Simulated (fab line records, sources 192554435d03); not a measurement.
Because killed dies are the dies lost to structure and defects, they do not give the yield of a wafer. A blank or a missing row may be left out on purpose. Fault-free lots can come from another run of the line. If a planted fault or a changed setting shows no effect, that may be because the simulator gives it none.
Split-lot experiment + flow n5_finfet + on a route of 1938 steps: 7 lots, 39 wafers read

== THE SPLIT ITSELF ==
At N5_DUMMY_GATE_ETCH_37 (etches SOC in N2/H2, target depth 60 nm, overetch 30 nm), the setting source_w was moved away from the recipe's 840 W on 6 of the 39 wafers read, by -16.7% to -8.2%. All remaining wafers had this setting at the recipe value.

Reading taken at the split's own step.

== THE READING ==
rf_vpp_V, in V, at N5_DUMMY_GATE_ETCH_37 (etches SOC in N2/H2, target depth 60 nm, overetch 30 nm). Typical for fault-free wafers on this fab line: 525.5 V, with standard deviation 2.1 V.

| wafer  | tool, chamber at the split | source_w as run, W | against the recipe | rf_vpp_V, V | against lot-mates on the recipe |
|--------|----------------------------|--------------------|--------------------|-------------|---------------------------------|
| L076.1 | rie_diel-04, 1             | 700.1              | -16.7%             | 559.5       | +34.0                           |
| L076.2 | rie_diel-04, 0             | 840                | recipe             | 522.8       | -                               |
| L076.3 | rie_diel-04, 2             | 840                | recipe             | 527.5       | -                               |
| L076.4 | rie_diel-04, 3             | 700.1              | -16.7%             | 560.2       | +34.7                           |
| L076.5 | rie_diel-04, 2             | 700.1              | -16.7%             | 560.9       | +35.4                           |
| L076.6 | rie_diel-04, 3             | 840                | recipe             | 526.3       | -                               |
| L077.1 | rie_diel-02, 2             | 840                | recipe             | 524.2       | -                               |
| L077.2 | rie_diel-02, 0             | 840                | recipe             | 523.4       | -                               |
| L077.3 | rie_diel-02, 1             | 840                | recipe             | 525.8       | -                               |
| L077.4 | rie_diel-02, 2             | 840                | recipe             | 525.8       | -                               |
| L077.5 | rie_diel-02, 0             | 840                | recipe             | 524.1       | -                               |
| L077.6 | rie_diel-02, 1             | 840                | recipe             | 526.3       | -                               |
| L081.1 | rie_diel-04, 3             | 840                | recipe             | 525.0       | -                               |
| L081.2 | rie_diel-04, 1             | 840                | recipe             | 527.7       | -                               |
| L081.3 | rie_diel-04, 0             | 840                | recipe             | 524.6       | -                               |
| L081.4 | rie_diel-04, 2             | 840                | recipe             | 526.3       | -                               |
| L081.5 | rie_diel-04, 3             | 840                | recipe             | 525.8       | -                               |
| L081.6 | rie_diel-04, 0             | 840                | recipe             | 523.4       | -                               |
| L082.2 | rie_diel-02, 0             | 840                | recipe             | 524.2       | -                               |
| L082.4 | rie_diel-02, 1             | 840                | recipe             | 525.2       | -                               |
| L082.6 | rie_diel-02, 3             | 840                | recipe             | 529.2       | -                               |
| L086.1 | rie_diel-02, 2             | 840                | recipe             | 526.0       | -                               |
| L086.2 | rie_diel-02, 3             | 840                | recipe             | 526.7       | -                               |
| L086.3 | rie_diel-02, 0             | 840                | recipe             | 524.8       | -                               |
| L086.4 | rie_diel-02, 1             | 840                | recipe             | 525.0       | -                               |
| L086.5 | rie_diel-02, 3             | 840                | recipe             | 529.2       | -                               |
| L086.6 | rie_diel-02, 2             | 840                | recipe             | 526.3       | -                               |
| L090.1 | rie_diel-02, 0             | 840                | recipe             | 524.0       | -                               |
| L090.2 | rie_diel-02, 1             | 840                | recipe             | 525.5       | -                               |
| L090.3 | rie_diel-02, 2             | 840                | recipe             | 526.2       | -                               |
| L090.4 | rie_diel-02, 3             | 840                | recipe             | 527.6       | -                               |
| L090.5 | rie_diel-02, 1             | 840                | recipe             | 525.1       | -                               |
| L090.6 | rie_diel-02, 2             | 840                | recipe             | 526.2       | -                               |
| L097.1 | rie_diel-02, 0             | 771.1              | -8.2%              | 537.5       | +10.0                           |
| L097.2 | rie_diel-02, 1             | 840                | recipe             | 523.8       | -                               |
| L097.3 | rie_diel-02, 3             | 840                | recipe             | 529.6       | -                               |
| L097.4 | rie_diel-02, 2             | 771.1              | -8.2%              | 540.0       | +12.5                           |
| L097.5 | rie_diel-02, 2             | 771.1              | -8.2%              | 540.8       | +13.3                           |
| L097.6 | rie_diel-02, 3             | 840                | recipe             | 529.2       | -                               |

FIT RESULTS
A straight line over all 39 wafers: rf_vpp_V changes by -1.99 V for each +1% of source_w; r = -0.98; the points scatter about the line by 1.9 V.
The same after taking each lot's own level away (the mean of its wafers on the recipe; 39 wafers): -1.97 V for each +1%; r = -0.98; scatter 2 V.
The reading moves by 33 V for the largest change in source_w, on that fit.
The lots' own levels span 524.93 to 527.53 V, that is 1.2 times the standard deviation above.
The two slopes are in agreement: the lot-to-lot level therefore moves the slope only a little.
Check: +32.2 V against its lot-mates is what the line predicts for one of the wafers moved furthest among these (-16.7%) when that wafer is left out of the fit. It came out at +34 V against them.
Tool readings at the split's step, against how far the setting was moved: rf_vpp_V r = -0.98.

== FURTHER SPLITS ON THESE WAFERS ==
These wafers also went through other splits before the reading. Each is held against what the fit with the lots' levels taken away leaves over:
| other split on the same wafers               | wafers away from the commonest value | r with rf_vpp_V (lot level and that fit taken away) |
|----------------------------------------------|--------------------------------------|-----------------------------------------------------|
| N5_PMOS_HMC_CHANNEL_EPI_FIN_RECESS_16 time_s | 15                                   | +0.20                                               |
| N5_DUMMY_GATE_EXPOSE_12 dose_mj              | 18                                   | +0.09                                               |

== THE FILE'S OWN FIT ==
rf_vpp_V changes by -1.96 V for each +1% of source_w, r = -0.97.
